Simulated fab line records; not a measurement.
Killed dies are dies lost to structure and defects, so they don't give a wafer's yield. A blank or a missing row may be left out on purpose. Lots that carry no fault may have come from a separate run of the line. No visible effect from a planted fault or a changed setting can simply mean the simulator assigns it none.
Chamber matching ; flow n5_finfet ; 4 sister chambers for N5_BEOL_M10_ETCH_61 on rie_diel-04
The step etches SiARC in CF4, target depth 39 nm, time 65 s. 4 wafers are shown with their chamber, then 9 later ones without.

== EACH WAFER AND ITS CHAMBER ==
wafer;chamber;drypump_motor_current_A (A)
L082.5;3;5.0
L090.3;2;5.6
L090.4;0;5.9
L090.6;1;5.4

== WAFERS WITHOUT THEIR CHAMBER ==
wafer;drypump_motor_current_A (A)
L089.3;5.0
L089.5;5.7
L089.6;5.4
L094.1;5.4
L094.2;5.9
L094.4;5.0
L093.1;5.7
L093.2;5.4
L093.4;5.9

== THE CHAMBER EACH PASSED THROUGH ==
wafer;from the rows above;in truth
L089.3;3;3
L089.5;2;2
L089.6;1;1
L094.1;1;1
L094.2;0;0
L094.4;3;3
L093.1;2;2
L093.2;1;1
L093.4;0;0
9 of 9 placed correctly. Can't be placed from these rows: 0. Placed wrongly: 0.
How it was worked out, from the rows above alone: a wafer's distance from a chamber is the root of the sum, over the readings, of the square of ((its reading less the chamber's mean) divided by the reading's scatter). The wafer belongs to the nearest chamber; if the next one is less than 2 further off, it can't be placed. The mean given for a chamber averages the wafers shown for that chamber. The scatter: with one shown wafer a chamber, the root of the mean of the squares of how far each hidden wafer lies from its nearest shown one.
